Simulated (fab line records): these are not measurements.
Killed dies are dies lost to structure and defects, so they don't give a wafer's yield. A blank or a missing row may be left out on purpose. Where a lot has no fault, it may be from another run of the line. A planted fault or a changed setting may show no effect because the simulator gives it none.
fab line records | flow n5-finfet | part 2 of 2: steps 5 to 6 of 6
record lots=24 wafers=72 last-day=18
route steps=1938 shown BEOL_M7@1320 BEOL_M8@1332
lots with no fault: from the same line, run without faults
start-h: hours from the record's opening day to when the first of the lot's shown wafers began | wait-h: hours since the lot's step before | " repeats the value in the row above | L1.1+2: a single row standing in for several wafers | - no value present, or no start provided | * or withheld: withheld | < > ~ a bound
route shown NAME@n: names a module that has steps shown in the file, with the first one's number in the route | usual: mean/standard deviation of fault-free wafers | same: alike in all rows | chamber/n: place in a boat | sites: the reading at each site | _std_site: standard deviation of those values | _edge_site: the outer-site mean with the inner-site mean subtracted | radius-mm: how far each site lies from the wafer's centre | mask NAME#n: copy n | behind: the most recent tool/chamber to have shaped the wafer | hold: reason for holding the lot/hours on hold/outcome of the hold | device: which transistor (n, p or np) failed to switch | end of line: tests of these same wafers at the route's end | a step given without rows: its recipe and nothing more | killed: dies lost to structure and defects at the first sort, not the wafer's yield | map: shows each die of a wafer: x if killed, . if not, _ if none is there
set.NAME: the run value of the setting; set.NAME@STEP: its run value at that earlier step | model.NAME: the simulator's own value behind a step, which no gauge read
one table for each step of the route and one row for each wafer, over a sample of lots
services: when a tool's chamber went out of use (start-h, in hours from the record's first day, below 0 if earlier), for how many hours, and the reason
## steps
# step N5_BEOL_M8_STRIP_19
# recipe chemistry=O2 power-w=400 temp-c=40 pressure-mtorr=30 rf-frequency-hz=6e+07 bias-power-w=0 overash-fraction=0.2 o2-flow-sccm=225
# usual drypump-motor-current-A=5.8/0.47 oes-product-au=0.76/0.086 rf-vpp-V=3.7/0.66 showerhead-plenum-p-Torr=2.10/0.074 throttle-valve-pct=16.81/0.27
# columns lot.wafer tool chamber start-h wait-h drypump-motor-current-A oes-product-au rf-hours-counter-h rf-vpp-V showerhead-plenum-p-Torr throttle-valve-pct
L074.3 rie-diel-05 1 210.60 0.1 4.8 0.67 218 4.2 2.17 17.20
L074.4 " 3 " " 5.6 0.68 - 3.6 2.15 16.67
L074.6 " 1 " " 4.8 0.67 - 2.6 2.17 17.19
L075.1 rie-diel-01 0 219.63 0.1 6.2 1.00 1 3.4 2.25 16.73
L075.3 " 2 " " 5.7 0.73 195 3.3 2.20 17.26
L075.5 " 3 " " 5.8 0.73 - 2.0 2.07 16.71
L076.1 rie-diel-05 3 219.82 0.1 5.6 0.68 244 3.8 2.15 16.67
L076.4 " 1 " " 4.7 0.68 222 2.9 2.17 17.20
L076.6 " 1 " " 4.7 0.67 - 3.7 2.17 17.20
L077.3 rie-diel-05 3 241.14 0.1 5.7 0.67 249 3.7 2.15 16.71
L077.4 " 2 " " 5.9 0.69 223 4.5 2.07 16.79
L077.6 " 2 " " 5.9 0.68 - 3.2 2.07 16.78
L079.1 rie-diel-05 1 250.21 0.2 4.7 0.66 233 2.9 2.17 17.22
L079.4 " 2 " " 5.9 0.67 - 4.2 2.07 16.81
L079.6 " 1 " " 4.7 0.66 - 3.7 2.17 17.23
L078.2 rie-diel-05 1 250.64 0.1 4.7 0.66 234 5.0 2.17 17.17
L078.3 " 0 " " 6.4 0.74 187 4.9 2.01 16.79
L078.6 " 1 " " 4.7 0.67 - 3.9 2.17 17.19
L080.4 rie-diel-01 1 253.60 0.1 6.5 0.89 24 3.3 2.16 16.22
L080.5 " 2 " " 5.7 0.74 - 4.7 2.19 17.28
L080.6 " 1 " " 6.6 0.88 - 4.1 2.16 16.24
L082.2 rie-diel-01 1 262.18 0.3 6.5 0.88 27 3.9 2.16 16.25
L082.4 " 3 " " 5.7 0.73 202 3.7 2.07 16.73
L082.5 " 0 " " 6.3 0.93 - 4.1 2.24 16.75
L081.3 rie-diel-01 3 262.22 0.3 5.7 0.72 202 2.7 2.07 16.73
L081.5 " 2 " " 5.7 0.72 - 3.8 2.19 17.29
L081.6 " 3 " " 5.7 0.73 - 4.1 2.07 16.74
L083.1 rie-diel-02 0 266.53 0.1 5.3 0.72 226 4.1 2.08 17.11
L083.4 " 1 " " 5.8 0.73 - 3.4 1.99 16.68
L083.6 " 0 " " 5.3 0.72 - 2.7 2.08 17.10
L084.1 rie-diel-05 0 270.82 0.1 6.4 0.73 194 4.8 2.01 16.80
L084.4 " 3 " " 5.6 0.97 3 3.6 2.14 16.23
L084.6 " 2 " " 5.9 0.68 - 2.7 2.07 16.81
L085.1 rie-diel-02 0 282.19 0.1 5.3 0.70 234 3.7 2.07 17.09
L085.2 " 2 " " 5.8 0.77 130 4.0 2.11 16.78
L085.3 " 1 " " 5.8 0.73 185 4.2 1.99 16.70
L087.1 rie-diel-02 0 288.80 0.1 5.3 0.71 238 2.5 2.07 17.11
L087.3 " 1 " " 5.8 0.72 189 4.0 1.99 16.71
L087.5 " 3 " " 5.9 0.87 - 3.8 2.06 16.76
L086.2 rie-diel-02 3 291.30 0.1 5.9 0.86 56 2.9 2.06 16.76
L086.3 " 2 " " 5.7 0.76 134 3.2 2.11 16.80
L086.4 " 1 " " 5.8 0.71 189 3.9 1.99 16.69
L090.1 rie-diel-01 0 299.97 0.1 6.3 0.90 33 3.1 2.23 16.78
L090.3 " 2 " " 5.7 0.72 226 5.1 2.19 17.31
L090.6 " 3 " " 5.7 0.73 - 4.3 2.06 16.76
L089.1 rie-diel-01 2 304.82 0.1 5.7 0.73 228 3.8 2.19 17.30
L089.5 " 2 " " 5.7 0.71 - 5.0 2.19 17.31
L089.6 " 1 " " 6.5 0.84 - 4.4 2.16 16.26
L088.1 rie-diel-02 0 309.47 0.1 5.3 0.71 244 3.7 2.07 17.12
L088.4 " 2 " " 5.8 0.77 141 3.8 2.11 16.84
L088.5 " 3 " " 5.9 0.85 - 3.4 2.05 16.80
L093.1 rie-diel-01 2 320.55 0.1 5.7 0.72 233 3.7 2.19 17.32
L093.3 " 0 " " 6.3 0.89 40 3.2 2.23 16.79
L093.4 " 1 " " 6.6 0.84 45 3.4 2.15 16.27
L092.1 rie-diel-01 3 320.64 0.1 5.7 0.71 225 4.0 2.06 16.77
L092.2 " 1 " " 6.5 0.84 45 3.7 2.15 16.26
L092.3 " 2 " " 5.7 0.70 233 3.3 2.18 17.32
L091.1 rie-diel-05 0 338.41 0.1 6.4 0.71 220 4.7 2.00 16.87
L091.2 " 1 " " 4.7 0.98 3 2.4 2.16 16.70
L091.4 " 3 " " 5.6 0.89 - 3.1 2.13 16.29
L094.3 rie-diel-05 0 341.81 0.2 6.4 0.72 222 3.5 2.00 16.87
L094.4 " 1 " " 4.7 0.96 - 4.1 2.16 16.73
L094.6 " 3 " " 5.6 0.88 - 2.6 2.13 16.30
L096.3 rie-diel-02 1 342.03 0.1 5.9 0.69 210 3.6 1.98 16.74
L096.5 " 3 " " 5.9 0.83 - 3.6 2.05 16.79
L096.6 " 1 " " 5.9 0.70 - 2.9 1.98 16.76
L095.2 rie-diel-02 1 346.54 0.1 5.9 0.69 212 4.0 1.98 16.73
L095.5 " 1 " " 5.9 0.70 - 4.1 1.98 16.75
L095.6 " 2 " " 5.7 0.75 - 4.1 2.10 16.83
L097.2 rie-diel-02 2 353.99 0.2 5.7 0.75 160 2.8 2.10 16.84
L097.3 " 1 " " 5.8 0.69 215 3.2 1.98 16.75
L097.5 " 1 " " 5.9 0.69 - 3.8 1.98 16.75
# step N5_BEOL_M8_ETCH_72
# recipe chemistry=N2/H2 target=underlayer target-depth-a=65 mask-material=CAR-EUV time-s=5.2 ion-energy-ev=200 pressure-mtorr=30 source-w=840 bias-w=150 n2-flow-sccm=200 h2-flow-sccm=200 ends=cleared
# usual drypump-motor-current-A=5.8/0.41 etch-rf-on-time-s=5.24/0.15 oes-product-au=0.66/0.079 rf-vpp-V=523.7/2.6 showerhead-plenum-p-Torr=2.55/0.079 throttle-valve-pct=18.02/0.29
# columns lot.wafer tool chamber start-h wait-h drypump-motor-current-A etch-rf-on-time-s oes-product-au rf-hours-counter-h rf-vpp-V showerhead-plenum-p-Torr throttle-valve-pct
L074.3 rie-diel-01 1 212.32 0.0 6.6 5.09 0.80 - 524.9 2.63 17.43
L074.4 " 2 " " 5.7 5.22 0.64 - 523.9 2.64 18.32
L074.6 " 1 " " 6.5 5.15 0.79 - 525.8 2.63 17.40
L076.1 rie-diel-02 3 221.55 0.0 5.9 5.14 0.74 46 520.5 2.50 18.00
L076.4 " 1 " " 5.9 5.34 0.61 - 520.4 2.47 18.12
L076.6 " 3 " " 5.9 5.19 0.74 - 524.8 2.50 18.00
L075.1 rie-diel-05 0 221.92 0.0 6.4 5.52 0.61 177 520.4 2.45 17.98
L075.3 " 1 " " 4.8 5.37 0.58 223 527.1 2.61 18.38
L075.5 " 0 " " 6.4 5.54 0.61 - 520.4 2.45 17.96
L077.3 rie-diel-01 1 243.09 0.0 6.5 5.05 0.76 20 524.9 2.63 17.44
L077.4 " 3 " " 5.7 5.22 0.63 195 522.3 2.52 17.95
L077.6 " 3 " " 5.7 5.14 0.63 - 522.9 2.52 17.97
L079.1 rie-diel-02 1 251.57 0.0 5.9 5.38 0.60 169 520.3 2.46 18.15
L079.4 " 1 " " 5.8 5.35 0.60 - 522.6 2.46 18.13
L079.6 " 0 " " 5.3 5.16 0.61 - 522.5 2.53 18.45
L078.2 rie-diel-02 2 251.96 0.0 5.7 5.38 0.65 114 524.4 2.57 17.96
L078.3 " 1 " " 5.9 5.41 0.60 169 520.3 2.46 18.15
L078.6 " 0 " " 5.3 5.15 0.61 - 523.3 2.53 18.45
L080.4 rie-diel-01 3 255.56 0.0 5.7 5.12 0.63 198 522.1 2.52 17.94
L080.5 " 2 " " 5.7 5.16 0.63 - 524.1 2.63 18.34
L080.6 " 3 " " 5.7 5.09 0.64 - 523.9 2.52 18.01
L082.2 rie-diel-01 1 262.85 0.0 6.6 5.11 0.74 27 525.9 2.62 17.47
L082.4 " 3 " " 5.7 5.22 0.62 202 524.2 2.52 18.00
L082.5 " 0 " " 6.3 5.09 0.81 - 529.5 2.72 17.94
L081.3 rie-diel-05 3 263.19 0.0 5.6 5.21 0.82 1 525.9 2.61 17.43
L081.5 " 0 " " 6.4 5.44 0.61 - 520.7 2.44 18.02
L081.6 " 3 " " 5.6 5.30 0.83 - 526.2 2.61 17.42
L083.1 rie-diel-01 2 268.70 0.0 5.7 5.18 0.61 214 526.8 2.63 18.36
L083.4 " 2 " " 5.7 5.21 0.63 - 526.1 2.63 18.36
L083.6 " 0 " " 6.3 5.04 0.80 - 527.4 2.71 17.96
L084.1 rie-diel-02 0 272.69 0.0 5.3 5.16 0.60 230 521.4 2.52 18.43
L084.4 " 0 " " 5.3 5.16 0.60 - 522.9 2.52 18.45
L084.6 " 1 " " 5.9 5.45 0.59 - 520.9 2.46 18.16
L085.1 rie-diel-01 3 284.69 0.0 5.7 5.21 0.61 212 521.8 2.52 17.99
L085.2 " 0 " " 6.3 4.97 0.80 27 527.9 2.71 17.95
L085.3 " 1 " " 6.6 5.08 0.74 32 525.6 2.62 17.46
L087.1 rie-diel-01 1 289.46 0.0 6.6 5.11 0.74 34 525.0 2.62 17.49
L087.3 " 0 " " 6.3 5.08 0.79 29 525.8 2.71 17.97
L087.5 " 3 " " 5.8 5.24 0.62 - 523.1 2.52 18.04
L086.2 rie-diel-02 3 292.50 0.0 5.9 5.08 0.73 57 520.0 2.49 18.02
L086.3 " 1 " " 5.9 5.36 0.60 190 519.5 2.45 18.17
L086.4 " 0 " " 5.3 5.18 0.58 239 522.0 2.52 18.46
L090.1 rie-diel-01 2 302.00 0.0 5.7 5.18 0.61 227 526.6 2.62 18.35
L090.3 " 3 " " 5.7 5.16 0.62 219 524.2 2.51 18.01
L090.6 " 1 " " 6.5 5.12 0.74 - 524.9 2.62 17.47
L089.1 rie-diel-01 2 305.46 0.0 5.7 5.15 0.62 228 525.0 2.62 18.36
L089.5 " 1 " " 6.6 5.13 0.72 - 524.7 2.62 17.47
L089.6 " 2 " " 5.7 5.18 0.61 - 528.3 2.62 18.36
L088.1 rie-diel-05 2 310.46 0.0 5.9 5.03 0.59 251 521.5 2.48 17.71
L088.4 " 2 " " 5.9 5.00 0.59 - 523.1 2.48 17.69
L088.5 " 3 " " 5.6 5.25 0.77 - 525.1 2.60 17.43
L092.1 rie-diel-02 1 321.34 0.0 5.9 5.41 0.59 200 522.2 2.45 18.22
L092.2 " 0 " " 5.3 5.27 0.58 247 521.9 2.52 18.48
L092.3 " 3 " " 5.9 5.17 0.72 66 523.1 2.49 18.03
L093.1 rie-diel-02 3 321.74 0.0 5.9 5.06 0.73 66 521.3 2.49 18.06
L093.3 " 1 " " 5.8 5.30 0.59 200 520.6 2.45 18.22
L093.4 " 2 " " 5.7 5.42 0.63 145 524.5 2.56 18.01
L091.1 rie-diel-02 3 341.16 0.0 5.9 5.13 0.72 76 521.5 2.48 18.06
L091.2 " 2 " " 5.7 5.48 0.62 154 523.0 2.56 18.06
L091.4 " 1 " " 5.9 5.36 0.58 - 521.0 2.44 18.23
L094.3 rie-diel-02 2 342.47 0.0 5.7 5.44 0.63 155 524.1 2.56 18.04
L094.4 " 1 " " 5.8 5.39 0.57 - 519.4 2.44 18.24
L094.6 " 3 " " 5.9 5.15 0.72 - 523.2 2.48 18.07
L096.3 rie-diel-02 3 343.33 0.0 5.9 5.15 0.71 77 522.1 2.48 18.08
L096.5 " 2 " " 5.7 5.47 0.61 - 522.0 2.56 18.03
L096.6 " 3 " " 5.9 5.09 0.71 - 522.4 2.48 18.06
L095.2 rie-diel-05 3 348.69 0.0 5.6 5.25 0.74 38 525.6 2.59 17.45
L095.5 " 1 " " 4.7 5.14 0.81 - 526.1 2.60 17.88
L095.6 " 0 " " 6.4 5.51 0.59 - 520.5 2.43 18.08
L097.2 rie-diel-05 0 354.67 0.0 6.4 5.47 0.60 227 519.0 2.43 18.06
L097.3 " 3 " " 5.7 5.33 0.75 41 527.2 2.59 17.50
L097.5 " 0 " " 6.4 5.53 0.59 - 518.5 2.43 18.05
## services
# columns tool chamber start-h hours kind
ald-metal-03 - 186.39 1.1 repair
pecvd-01 - 189.62 5.5 pm
rie-diel-02 - 195.71 3.6 repair
rie-diel-05 0 203.48 8.1 repair
rie-diel-02 2 205.00 27.5 repair
ald-metal-03 - 209.59 8.7 pm
ald-metal-04 - 214.73 0.4 repair
pecvd-02 - 218.26 16.8 repair
ald-metal-04 - 220.14 1.1 repair
rie-diel-02 0 226.35 10.5 repair
pecvd-02 - 237.05 4.3 pm
ald-metal-02 - 237.99 1.2 pm
rie-diel-02 3 241.86 46.0 repair
pecvd-03 - 242.55 1.7 repair
pecvd-03 - 247.71 5.3 repair
pecvd-01 - 259.73 2.9 repair
rie-diel-05 - 266.00 4.0 pm
ald-metal-02 3 288.94 4.6 repair
pecvd-03 1 300.78 2.8 repair
rie-diel-05 0 319.99 7.4 repair
pecvd-03 1 322.46 12.9 repair
ald-metal-02 1 326.00 5.1 repair
ald-metal-03 - 337.25 14.0 pm
rie-diel-01 2 350.29 6.7 repair
